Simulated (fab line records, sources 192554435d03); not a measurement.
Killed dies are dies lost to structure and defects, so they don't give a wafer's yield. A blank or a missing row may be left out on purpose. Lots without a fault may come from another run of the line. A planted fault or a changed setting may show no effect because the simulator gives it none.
A struck lot beside a sound one | flow n5_finfet | 20 steps out of a route of 1938
Sound: wafers L903.3, L903.4, L903.5. Struck: wafers L909.3, L909.4, L909.5. The cause comes at the end.
At each step with rows: each side's tool, then ch and its chambers, then its first start. Under that, the readings that differ: sound wafers | struck wafers | difference of the means | sigmas: that difference in standard deviations of wafers without a fault.
alike: readings whose means differ by less than 2 such deviations, and words and numbers that are the same on both sides. not compared: withheld readings, readings that some wafer has no value for, bounds like >300 that may hide the same value, and numbers for which the record gives no deviation and whose values overlap.
The two part at a step that has a row with sigmas, a row that says differs or no value, or rows on one side only. Numbers that don't overlap but have no deviation are shown without sigmas and don't part them. A reading that every wafer of one side lacks parts them only if that side has two wafers or more.

first, 7 steps without rows for these wafers: N5_BEOL_M4_PRE_CLEAN_60 (time 15 s); N5_BEOL_M4_CO_CAP_55 (material Co, precursor CCTBA/H2, target thk 2 nm, time 102.1 s); N5_BEOL_M4_PRE_CLEAN_56 (time 15 s); N5_BEOL_M4_DEP_57 (deposits SiCN from 3MS/NH3, target thk 8 nm, time 14 s); N5_BEOL_M5_ILD_DEP_00 (deposits SiCOH lowk from DEMS/porogen, target thk 140.64 nm, time 25.9 s); N5_BEOL_M5_CURE_79 (cures SiCOH lowk, time 240 s); N5_BEOL_M5_PECVD_70 (deposits SiO2 from TEOS/O2, target thk 16 nm, time 18 s).
N5_BEOL_M5_HM_DEP_02: deposits TiN, target thk 20 nm.
  sound on pvd_sputter-01, day 13 13:16; struck on pvd_sputter-01, day 15 22:46
  alike: throttle_valve_pct
then, 9 steps without rows for these wafers: N5_BEOL_M5_COAT_59 (time 60 s, resist thk 60 nm); N5_BEOL_M5_COAT_60 (time 60 s, resist thk 12 nm); N5_BEOL_M5_COAT_71 (time 60 s, resist thk 5 nm); N5_BEOL_M5_COAT_05 (resist thk 30 nm); N5_BEOL_M5_EBR_07; N5_BEOL_M5_SOFTBAKE_06 (time 60 s); N5_BEOL_M5_EXPOSE_08 (exposes mask M5, target cd 28 nm); N5_BEOL_M5_PEB_09 (peb time 60 s); N5_BEOL_M5_DEVELOP_10 (develop time 30 s).
N5_BEOL_M5_INSPECT_13: inspects for defects (brightfield).
  sound on defect_inspect-02, day 13 13:53; struck on defect_inspect-02, day 15 23:15
  reading          | sound       | struck         | difference | sigmas
  raw_defect_count | 407 711 376 | 1489 1470 1638 | +1034      | +9
then, 1 step without rows for these wafers: N5_BEOL_M5_DESCUM_16 (chemistry O2, time 7 s).
-- the record jumps here: 4 days lie between the struck wafers' starts before and after (it left off in module BEOL_M5 and takes up again in module PASSIVATION, whose first step shown is number 1936 of the route) --
N5_PASSIVATION_PROBE_49:
  sound on prober-02, day 17 23:56; struck on prober-01, day 19 22:34
  reading                  | sound          | struck         | difference | sigmas
  defect_limited_yield (%) | 91.6 91.8 92.9 | 77.5 83.4 80.9 | -11.5      | -8
  killed_at_M4_up          | 15 13 9        | 159 107 147    | +125       | +24
  killed_dies              | 99 97 84       | 265 196 225    | +135       | +8
  killed_on_rim            | 10 18 13       | 36 25 34       | +18        | +4
  sort_bin_5_function (%)  | 4.6 4.7 4.1    | 13.9 9.7 11.6  | +7.3       | +7
  sort_n_pass              | 1081 1083 1096 | 915 984 955    | -135       | -8
  sort_yield_pct (%)       | 91.6 91.8 92.9 | 77.5 83.4 80.9 | -11.5      | -8
  alike: killed_at_M0_to_M3, killed_at_contacts, killed_at_front_end, killed_at_other, killed_open, killed_short, sort_bin_6_memory

WHERE THEY PART
First at N5_BEOL_M5_INSPECT_13; last, within this record, at N5_PASSIVATION_PROBE_49.

WHY: what the simulator had put in
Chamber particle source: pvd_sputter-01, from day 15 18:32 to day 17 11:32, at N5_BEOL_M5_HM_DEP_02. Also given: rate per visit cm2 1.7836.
